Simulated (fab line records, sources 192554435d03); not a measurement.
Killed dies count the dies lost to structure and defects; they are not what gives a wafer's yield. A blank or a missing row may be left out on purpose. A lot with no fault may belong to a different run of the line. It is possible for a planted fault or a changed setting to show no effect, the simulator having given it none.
What tool caused it? / flow n5_finfet / 9 lots with 26 wafers sampled at 8 steps, on a route of 1938 steps

== WHAT THE GAUGES SHOWED, per wafer ==
N5_DUMMY_GATE_CD_MEAS_15: target cd 25.8 nm. Usual: cd_nm 24.98 nm, standard deviation 0.29.
lot=L424; measured=day 3 15:32; on=cd_sem-02; cd_nm (nm)=25.29 25.05 25.27; flag=
lot=L425; measured=day 3 21:48; on=cd_sem-02; cd_nm (nm)=24.93 25.05 24.85; flag=
lot=L426; measured=day 4 07:37; on=cd_sem-02; cd_nm (nm)=25.07 25.09 25.09; flag=
lot=L430; measured=day 5 08:29; on=cd_sem-01; cd_nm (nm)=24.95 24.73; flag=
lot=L431; measured=day 5 12:02; on=cd_sem-01; cd_nm (nm)=24.95 24.73 24.58; flag=
lot=L433; measured=day 5 22:44; on=cd_sem-03; cd_nm (nm)=25.22 24.97 24.96; flag=
lot=L441; measured=day 7 22:40; on=cd_sem-02; cd_nm (nm)=23.24 22.97 22.70; flag=OFF
lot=L442; measured=day 8 03:46; on=cd_sem-01; cd_nm (nm)=23.66 23.33 23.35; flag=OFF
lot=L444; measured=day 8 15:43; on=cd_sem-02; cd_nm (nm)=23.45 24.39 23.53; flag=OFF

N5_DUMMY_GATE_CD_MEAS_50: target cd 14 nm. Usual: cd_nm 13.9 nm, standard deviation 0.53.
lot=L424; measured=day 3 16:03; on=cd_sem-02; cd_nm (nm)=14.1 14.5 14.1; flag=
lot=L425; measured=day 3 22:19; on=cd_sem-02; cd_nm (nm)=14.3 14.2 14.3; flag=
lot=L426; measured=day 4 08:07; on=cd_sem-02; cd_nm (nm)=14.8 14.4 14.9; flag=
lot=L430; measured=day 5 09:03; on=cd_sem-01; cd_nm (nm)=13.7 14.2; flag=
lot=L431; measured=day 5 12:46; on=cd_sem-03; cd_nm (nm)=14.1 13.3 13.2; flag=
lot=L433; measured=day 5 23:15; on=cd_sem-02; cd_nm (nm)=14.2 14.3 14.2; flag=
lot=L441; measured=day 7 23:19; on=cd_sem-01; cd_nm (nm)=10.4 11.8 11.8; flag=OFF
lot=L442; measured=day 8 04:25; on=cd_sem-02; cd_nm (nm)=12.7 12.9 11.8; flag=
lot=L444; measured=day 8 16:14; on=cd_sem-01; cd_nm (nm)=13.2 11.9 12.6; flag=

N5_DUMMY_GATE_CD_MEAS_24: target cd 15 nm. Usual: cd_nm 14.8 nm, standard deviation 0.6.
lot=L424; measured=day 3 16:32; on=cd_sem-02; cd_nm (nm)=14.9 15.8 14.9; flag=
lot=L425; measured=day 3 22:48; on=cd_sem-01; cd_nm (nm)=15.7 15.7 14.7; flag=
lot=L426; measured=day 4 08:37; on=cd_sem-02; cd_nm (nm)=15.6 15.6 15.8; flag=
lot=L430; measured=day 5 09:33; on=cd_sem-02; cd_nm (nm)=14.9 15.1; flag=
lot=L431; measured=day 5 13:16; on=cd_sem-01; cd_nm (nm)=15.4 13.8 14.0; flag=
lot=L433; measured=day 5 23:44; on=cd_sem-03; cd_nm (nm)=15.1 15.0 15.0; flag=
lot=L441; measured=day 7 23:48; on=cd_sem-01; cd_nm (nm)=11.9 12.8 12.7; flag=OFF
lot=L442; measured=day 8 04:58; on=cd_sem-02; cd_nm (nm)=14.0 13.2 13.0; flag=
lot=L444; measured=day 8 16:46; on=cd_sem-01; cd_nm (nm)=14.4 13.0 13.5; flag=

N5_BEOL_M4_RC_MEAS_101. Usual: DIBL_N 37.1 mV/V, standard deviation 2.4; DIBL_P 37 mV/V, standard deviation 3; IOFF_N 0.18 nA/um, standard deviation 0.053; IOFF_P 0.21 nA/um, standard deviation 0.05; ION_N 674 uA/um, standard deviation 14; ION_P 459 uA/um, standard deviation 9.2; SS_N 72.1 mV/dec, standard deviation 0.9; SS_P 73.4 mV/dec, standard deviation 0.89; VT_N 250 mV, standard deviation 3.8; VT_P -251 mV, standard deviation 3.7.
lot=L424; measured=day 9 13:48; on=prober-01; DIBL_N (mV/V)=37.7 36.7 37.9; DIBL_P (mV/V)=39 37 38; IOFF_N (nA/um)=0.20 0.19 0.20; IOFF_P (nA/um)=0.25 0.23 0.23; ION_N (uA/um)=688 681 664; ION_P (uA/um)=467 464 453; SS_N (mV/dec)=71.6 72.0 73.0; SS_P (mV/dec)=73.7 72.7 73.8; VT_N (mV)=248 245 247; VT_P (mV)=-248 -248 -248; flag=
lot=L425; measured=day 9 08:38; on=prober-01; DIBL_N (mV/V)=35.0 34.1 36.0; DIBL_P (mV/V)=34 32 35; IOFF_N (nA/um)=0.13 0.12 0.14; IOFF_P (nA/um)=0.16 0.14 0.17; ION_N (uA/um)=664 652 664; ION_P (uA/um)=455 445 453; SS_N (mV/dec)=71.5 71.4 71.1; SS_P (mV/dec)=73.0 72.2 72.8; VT_N (mV)=253 256 255; VT_P (mV)=-251 -257 -255; flag=
lot=L426; measured=day 9 13:41; on=prober-02; DIBL_N (mV/V)=40.3 35.2 36.3; DIBL_P (mV/V)=37 35 36; IOFF_N (nA/um)=0.26 0.13 0.14; IOFF_P (nA/um)=0.19 0.16 0.17; ION_N (uA/um)=659 654 655; ION_P (uA/um)=447 445 441; SS_N (mV/dec)=74.5 70.6 71.5; SS_P (mV/dec)=73.1 73.0 72.5; VT_N (mV)=250 253 252; VT_P (mV)=-253 -254 -254; flag=
lot=L430; measured=day 10 14:05; on=prober-01; DIBL_N (mV/V)=39.7 34.1; DIBL_P (mV/V)=37 32; IOFF_N (nA/um)=0.20 0.10; IOFF_P (nA/um)=0.19 0.13; ION_N (uA/um)=670 651; ION_P (uA/um)=449 446; SS_N (mV/dec)=73.0 71.8; SS_P (mV/dec)=74.5 72.7; VT_N (mV)=251 259; VT_P (mV)=-256 -258; flag=
lot=L431; measured=day 10 18:53; on=prober-02; DIBL_N (mV/V)=37.4 37.3 38.5; DIBL_P (mV/V)=35 39 39; IOFF_N (nA/um)=0.20 0.17 0.20; IOFF_P (nA/um)=0.18 0.22 0.22; ION_N (uA/um)=679 670 672; ION_P (uA/um)=453 455 449; SS_N (mV/dec)=72.4 71.4 73.4; SS_P (mV/dec)=73.6 74.0 74.6; VT_N (mV)=248 251 250; VT_P (mV)=-253 -252 -251; flag=
lot=L433; measured=day 11 14:18; on=prober-02; DIBL_N (mV/V)=36.4 37.8 36.6; DIBL_P (mV/V)=37 38 38; IOFF_N (nA/um)=0.18 0.19 0.19; IOFF_P (nA/um)=0.20 0.22 0.22; ION_N (uA/um)=671 674 692; ION_P (uA/um)=456 453 471; SS_N (mV/dec)=72.2 72.7 71.8; SS_P (mV/dec)=73.0 74.0 72.8; VT_N (mV)=249 250 246; VT_P (mV)=-252 -253 -251; flag=
lot=L441; measured=day 13 00:14; on=prober-02; DIBL_N (mV/V)=48.0 41.5 45.6; DIBL_P (mV/V)=48 43 46; IOFF_N (nA/um)=0.52 0.25 0.45; IOFF_P (nA/um)=0.46 0.29 0.39; ION_N (uA/um)=705 673 704; ION_P (uA/um)=472 455 470; SS_N (mV/dec)=75.4 73.7 75.0; SS_P (mV/dec)=77.0 74.9 76.9; VT_N (mV)=237 250 242; VT_P (mV)=-243 -250 -246; flag=OFF
lot=L442; measured=day 13 21:18; on=prober-02; DIBL_N (mV/V)=37.6 41.4 42.4; DIBL_P (mV/V)=39 44 45; IOFF_N (nA/um)=0.20 0.28 0.35; IOFF_P (nA/um)=0.21 0.27 0.33; ION_N (uA/um)=684 708 716; ION_P (uA/um)=461 467 472; SS_N (mV/dec)=72.7 73.2 74.0; SS_P (mV/dec)=73.7 74.5 76.2; VT_N (mV)=248 245 239; VT_P (mV)=-251 -251 -248; flag=
lot=L444; measured=day 14 00:27; on=prober-01; DIBL_N (mV/V)=39.2 41.8 42.0; DIBL_P (mV/V)=40 43 44; IOFF_N (nA/um)=0.20 0.24 0.29; IOFF_P (nA/um)=0.23 0.27 0.30; ION_N (uA/um)=677 676 696; ION_P (uA/um)=462 454 466; SS_N (mV/dec)=72.2 72.9 73.0; SS_P (mV/dec)=74.4 74.8 75.1; VT_N (mV)=250 250 245; VT_P (mV)=-250 -249 -249; flag=

== EACH LOT AND THE TOOL THAT RAN IT (in order: tool; ch and the chambers of the sampled wafers; start) ==
lot=L424; N5_DUMMY_GATE_EXPOSE_12=euv_scanner-02 ch 0, day 3 15:25; N5_DUMMY_GATE_ETCH_37=rie_diel-03 ch 0,1, day 3 15:49; N5_DUMMY_GATE_TRIM_49=rie_si-02 ch 0,3, day 3 15:54; N5_DUMMY_GATE_STRIP_41=rie_diel-04 ch 0,1, day 3 16:08
lot=L425; N5_DUMMY_GATE_EXPOSE_12=euv_scanner-01 ch 0, day 3 21:41; N5_DUMMY_GATE_ETCH_37=rie_diel-01 ch 1,3, day 3 22:05; N5_DUMMY_GATE_TRIM_49=rie_si-02 ch 0,3, day 3 22:10; N5_DUMMY_GATE_STRIP_41=rie_diel-01 ch 0,1,3, day 3 22:24
lot=L426; N5_DUMMY_GATE_EXPOSE_12=euv_scanner-01 ch 0, day 4 07:29; N5_DUMMY_GATE_ETCH_37=rie_diel-03 ch 0,1, day 4 07:53; N5_DUMMY_GATE_TRIM_49=rie_si-06 ch 1,3, day 4 07:58; N5_DUMMY_GATE_STRIP_41=rie_diel-04 ch 0,2,3, day 4 08:13
lot=L430; N5_DUMMY_GATE_EXPOSE_12=euv_scanner-02 ch 0, day 5 08:23; N5_DUMMY_GATE_ETCH_37=rie_diel-04 ch 0,3, day 5 08:50; N5_DUMMY_GATE_TRIM_49=rie_si-06 ch 2, day 5 08:54; N5_DUMMY_GATE_STRIP_41=rie_diel-04 ch 0,3, day 5 09:10
lot=L431; N5_DUMMY_GATE_EXPOSE_12=euv_scanner-02 ch 0, day 5 11:54; N5_DUMMY_GATE_ETCH_37=rie_diel-01 ch 1,2,3, day 5 12:32; N5_DUMMY_GATE_TRIM_49=rie_si-02 ch 0,1,2, day 5 12:37; N5_DUMMY_GATE_STRIP_41=rie_diel-01 ch 0,1,3, day 5 12:52
lot=L433; N5_DUMMY_GATE_EXPOSE_12=euv_scanner-01 ch 0, day 5 22:37; N5_DUMMY_GATE_ETCH_37=rie_diel-04 ch 1,3, day 5 23:01; N5_DUMMY_GATE_TRIM_49=rie_si-06 ch 0,2, day 5 23:06; N5_DUMMY_GATE_STRIP_41=rie_diel-04 ch 0,1, day 5 23:20
lot=L441; N5_DUMMY_GATE_EXPOSE_12=euv_scanner-01 ch 0, day 7 22:33; N5_DUMMY_GATE_ETCH_37=rie_diel-01 ch 0,2,3, day 7 22:56; N5_DUMMY_GATE_TRIM_49=rie_si-01 ch 2,3, day 7 23:01; N5_DUMMY_GATE_STRIP_41=rie_diel-01 ch 1,2,3, day 7 23:24
lot=L442; N5_DUMMY_GATE_EXPOSE_12=euv_scanner-01 ch 0, day 8 03:38; N5_DUMMY_GATE_ETCH_37=rie_diel-01 ch 1,2,3, day 8 04:02; N5_DUMMY_GATE_TRIM_49=rie_si-01 ch 1,2,3, day 8 04:07; N5_DUMMY_GATE_STRIP_41=rie_diel-01 ch 0,2, day 8 04:34
lot=L444; N5_DUMMY_GATE_EXPOSE_12=euv_scanner-01 ch 0, day 8 15:35; N5_DUMMY_GATE_ETCH_37=rie_diel-03 ch 1,2,3, day 8 15:59; N5_DUMMY_GATE_TRIM_49=rie_si-01 ch 0,1,2, day 8 16:04; N5_DUMMY_GATE_STRIP_41=rie_diel-04 ch 0,2,3, day 8 16:22
- N5_DUMMY_GATE_EXPOSE_12: exposes mask GATE, target cd 25 nm.
- N5_DUMMY_GATE_ETCH_37: etches SOC in N2/H2, target depth 60 nm, overetch 30 nm.
- N5_DUMMY_GATE_TRIM_49: chemistry O2, time 29 s, target cd 14 nm.
- N5_DUMMY_GATE_STRIP_41: strips in O2.

== WHAT THE TOOLS THEMSELVES READ (means of the sampled wafers that have a number; where no wafer has one, the mark that the record gives instead) ==
N5_DUMMY_GATE_EXPOSE_12. Usual: exposure_dose_mJ_cm2 34.4, standard deviation 0.33.
lot=L424 tool=euv_scanner-02 exposure_dose_mJ_cm2=33.9 flag=
lot=L425 tool=euv_scanner-01 exposure_dose_mJ_cm2=34.7 flag=
lot=L426 tool=euv_scanner-01 exposure_dose_mJ_cm2=34.6 flag=
lot=L430 tool=euv_scanner-02 exposure_dose_mJ_cm2=33.9 flag=
lot=L431 tool=euv_scanner-02 exposure_dose_mJ_cm2=34.0 flag=
lot=L433 tool=euv_scanner-01 exposure_dose_mJ_cm2=34.7 flag=
lot=L441 tool=euv_scanner-01 exposure_dose_mJ_cm2=38.7 flag=OFF
lot=L442 tool=euv_scanner-01 exposure_dose_mJ_cm2=37.9 flag=OFF
lot=L444 tool=euv_scanner-01 exposure_dose_mJ_cm2=37.3 flag=OFF

N5_DUMMY_GATE_ETCH_37. Usual: for bias_w, 150.0 W with a standard deviation of 0.45; for drypump_motor_current_A, 5.7 A with a standard deviation of 0.32; for h2_flow_sccm, 200.0 sccm with a standard deviation of 0.61; for oes_product_au, 0.64 a.u. with a standard deviation of 0.052; for rf_vpp_V, 524.2 V with a standard deviation of 2.4; for showerhead_plenum_p_Torr, 2.55 Torr with a standard deviation of 0.082; for throttle_valve_pct, 17.77 % with a standard deviation of 0.25.
lot=L424; tool=rie_diel-03; bias_w (W)=149.9; drypump_motor_current_A (A)=5.5; h2_flow_sccm (sccm)=200.1; oes_product_au (a.u.)=0.69; rf_vpp_V (V)=526.5; showerhead_plenum_p_Torr (Torr)=2.61; throttle_valve_pct (%)=17.63; flag=
lot=L425; tool=rie_diel-01; bias_w (W)=150.1; drypump_motor_current_A (A)=5.8; h2_flow_sccm (sccm)=200.0; oes_product_au (a.u.)=0.62; rf_vpp_V (V)=521.3; showerhead_plenum_p_Torr (Torr)=2.45; throttle_valve_pct (%)=17.97; flag=
lot=L426; tool=rie_diel-03; bias_w (W)=149.8; drypump_motor_current_A (A)=5.6; h2_flow_sccm (sccm)=199.6; oes_product_au (a.u.)=0.72; rf_vpp_V (V)=526.9; showerhead_plenum_p_Torr (Torr)=2.66; throttle_valve_pct (%)=17.79; flag=
lot=L430; tool=rie_diel-04; bias_w (W)=149.6; drypump_motor_current_A (A)=5.3; h2_flow_sccm (sccm)=199.9; oes_product_au (a.u.)=0.64; rf_vpp_V (V)=524.8; showerhead_plenum_p_Torr (Torr)=2.56; throttle_valve_pct (%)=17.52; flag=
lot=L431; tool=rie_diel-01; bias_w (W)=149.8; drypump_motor_current_A (A)=6.0; h2_flow_sccm (sccm)=200.0; oes_product_au (a.u.)=0.60; rf_vpp_V (V)=523.5; showerhead_plenum_p_Torr (Torr)=2.51; throttle_valve_pct (%)=17.95; flag=
lot=L433; tool=rie_diel-04; bias_w (W)=150.2; drypump_motor_current_A (A)=5.2; h2_flow_sccm (sccm)=200.8; oes_product_au (a.u.)=0.66; rf_vpp_V (V)=523.4; showerhead_plenum_p_Torr (Torr)=2.54; throttle_valve_pct (%)=17.43; flag=
lot=L441; tool=rie_diel-01; bias_w (W)=150.0; drypump_motor_current_A (A)=6.0; h2_flow_sccm (sccm)=199.4; oes_product_au (a.u.)=0.62; rf_vpp_V (V)=523.6; showerhead_plenum_p_Torr (Torr)=2.56; throttle_valve_pct (%)=17.77; flag=
lot=L442; tool=rie_diel-01; bias_w (W)=149.6; drypump_motor_current_A (A)=6.0; h2_flow_sccm (sccm)=200.5; oes_product_au (a.u.)=0.59; rf_vpp_V (V)=522.8; showerhead_plenum_p_Torr (Torr)=2.50; throttle_valve_pct (%)=17.99; flag=
lot=L444; tool=rie_diel-03; bias_w (W)=150.1; drypump_motor_current_A (A)=5.7; h2_flow_sccm (sccm)=200.1; oes_product_au (a.u.)=0.60; rf_vpp_V (V)=525.3; showerhead_plenum_p_Torr (Torr)=2.57; throttle_valve_pct (%)=17.86; flag=

N5_DUMMY_GATE_TRIM_49. Usual: drypump_motor_current_A 5.7 A, standard deviation 0.45; he_backside_leak_sccm 2.74 sccm, standard deviation 0.28; oes_product_au 1.003 a.u., standard deviation 0.02; throttle_valve_pct 8.09 %, standard deviation 0.15.
lot=L424; tool=rie_si-02; drypump_motor_current_A (A)=5.8; he_backside_leak_sccm (sccm)=2.90; oes_product_au (a.u.)=1.015; throttle_valve_pct (%)=7.96; flag=
lot=L425; tool=rie_si-02; drypump_motor_current_A (A)=5.7; he_backside_leak_sccm (sccm)=2.86; oes_product_au (a.u.)=0.995; throttle_valve_pct (%)=8.07; flag=
lot=L426; tool=rie_si-06; drypump_motor_current_A (A)=5.7; he_backside_leak_sccm (sccm)=2.94; oes_product_au (a.u.)=1.002; throttle_valve_pct (%)=8.12; flag=
lot=L430; tool=rie_si-06; drypump_motor_current_A (A)=6.1; he_backside_leak_sccm (sccm)=2.86; oes_product_au (a.u.)=1.011; throttle_valve_pct (%)=8.23; flag=
lot=L431; tool=rie_si-02; drypump_motor_current_A (A)=5.4; he_backside_leak_sccm (sccm)=2.70; oes_product_au (a.u.)=0.999; throttle_valve_pct (%)=8.06; flag=
lot=L433; tool=rie_si-06; drypump_motor_current_A (A)=5.9; he_backside_leak_sccm (sccm)=3.01; oes_product_au (a.u.)=1.011; throttle_valve_pct (%)=8.30; flag=
lot=L441; tool=rie_si-01; drypump_motor_current_A (A)=6.2; he_backside_leak_sccm (sccm)=2.88; oes_product_au (a.u.)=0.997; throttle_valve_pct (%)=8.21; flag=
lot=L442; tool=rie_si-01; drypump_motor_current_A (A)=5.8; he_backside_leak_sccm (sccm)=2.63; oes_product_au (a.u.)=0.993; throttle_valve_pct (%)=8.16; flag=
lot=L444; tool=rie_si-01; drypump_motor_current_A (A)=5.7; he_backside_leak_sccm (sccm)=2.49; oes_product_au (a.u.)=0.992; throttle_valve_pct (%)=8.06; flag=

N5_DUMMY_GATE_STRIP_41. Usual: drypump_motor_current_A 5.7 A, standard deviation 0.33; oes_product_au 0.81 a.u., standard deviation 0.068; rf_vpp_V 3.6 V, standard deviation 0.44; showerhead_plenum_p_Torr 2.10 Torr, standard deviation 0.072; throttle_valve_pct 16.65 %, standard deviation 0.19.
lot=L424; tool=rie_diel-04; drypump_motor_current_A (A)=5.7; oes_product_au (a.u.)=0.87; rf_vpp_V (V)=3.6; showerhead_plenum_p_Torr (Torr)=2.13; throttle_valve_pct (%)=16.68; flag=
lot=L425; tool=rie_diel-01; drypump_motor_current_A (A)=5.8; oes_product_au (a.u.)=0.81; rf_vpp_V (V)=3.5; showerhead_plenum_p_Torr (Torr)=2.07; throttle_valve_pct (%)=16.66; flag=
lot=L426; tool=rie_diel-04; drypump_motor_current_A (A)=5.6; oes_product_au (a.u.)=0.79; rf_vpp_V (V)=3.6; showerhead_plenum_p_Torr (Torr)=2.09; throttle_valve_pct (%)=16.58; flag=
lot=L430; tool=rie_diel-04; drypump_motor_current_A (A)=5.3; oes_product_au (a.u.)=0.81; rf_vpp_V (V)=3.3; showerhead_plenum_p_Torr (Torr)=2.12; throttle_valve_pct (%)=16.51; flag=
lot=L431; tool=rie_diel-01; drypump_motor_current_A (A)=5.8; oes_product_au (a.u.)=0.80; rf_vpp_V (V)=3.5; showerhead_plenum_p_Torr (Torr)=2.06; throttle_valve_pct (%)=16.68; flag=
lot=L433; tool=rie_diel-04; drypump_motor_current_A (A)=5.7; oes_product_au (a.u.)=0.86; rf_vpp_V (V)=3.2; showerhead_plenum_p_Torr (Torr)=2.12; throttle_valve_pct (%)=16.72; flag=
lot=L441; tool=rie_diel-01; drypump_motor_current_A (A)=6.0; oes_product_au (a.u.)=0.75; rf_vpp_V (V)=3.6; showerhead_plenum_p_Torr (Torr)=2.07; throttle_valve_pct (%)=16.79; flag=
lot=L442; tool=rie_diel-01; drypump_motor_current_A (A)=6.2; oes_product_au (a.u.)=0.78; rf_vpp_V (V)=3.4; showerhead_plenum_p_Torr (Torr)=2.18; throttle_valve_pct (%)=16.67; flag=
lot=L444; tool=rie_diel-04; drypump_motor_current_A (A)=5.6; oes_product_au (a.u.)=0.76; rf_vpp_V (V)=3.9; showerhead_plenum_p_Torr (Torr)=2.08; throttle_valve_pct (%)=16.63; flag=

== THE ANSWER, worked out from the rows above alone ==
Rule: a lot counts as off when the mean over its wafers that have a number is more than 3 standard deviations away from the usual mean. Also off: a lot with no number at a reading for which 4 or more lots have one. All remaining lots with rows at the step are treated as sound. After the gauges, taken in route order, come the tools' own readings; for these a lot's mean is taken, as printed above. The first step at which some lot is off is used, and at that step the reading that is off furthest; a lot without a number counts as furthest.
Off: L441, L442, L444, at N5_DUMMY_GATE_CD_MEAS_15 (cd_nm).
If a tool, at a process step before that reading, ran all the lots that are off and no sound lot after the first of them, it fits. Not tried: the gauges at N5_DUMMY_GATE_CD_MEAS_15; whatever is off there is also off at N5_DUMMY_GATE_EXPOSE_12, on other tools, and gauge error can't account for it. One candidate fits, namely euv_scanner-01 at N5_DUMMY_GATE_EXPOSE_12. A fault onset in the window from L433 (day 5 22:37, its last sound lot) to L441 (day 7 22:33, its first lot off) fits.
On the lots that are off, the tool's own readings at N5_DUMMY_GATE_EXPOSE_12 differ by more than 5 times the standard deviation of the sound lots' means, which bears it out; exposure_dose_mJ_cm2 reads 38.0 there versus 34.3 on the sound lots.

== WHAT THE SIMULATOR HAD INSERTED ==
Process parameters drifting: euv_scanner-01 at N5_DUMMY_GATE_EXPOSE_12, beginning at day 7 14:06. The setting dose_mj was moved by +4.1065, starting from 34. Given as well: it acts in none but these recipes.
Lots struck among those shown: L441, L442, L444. This agrees with what the rule above found.
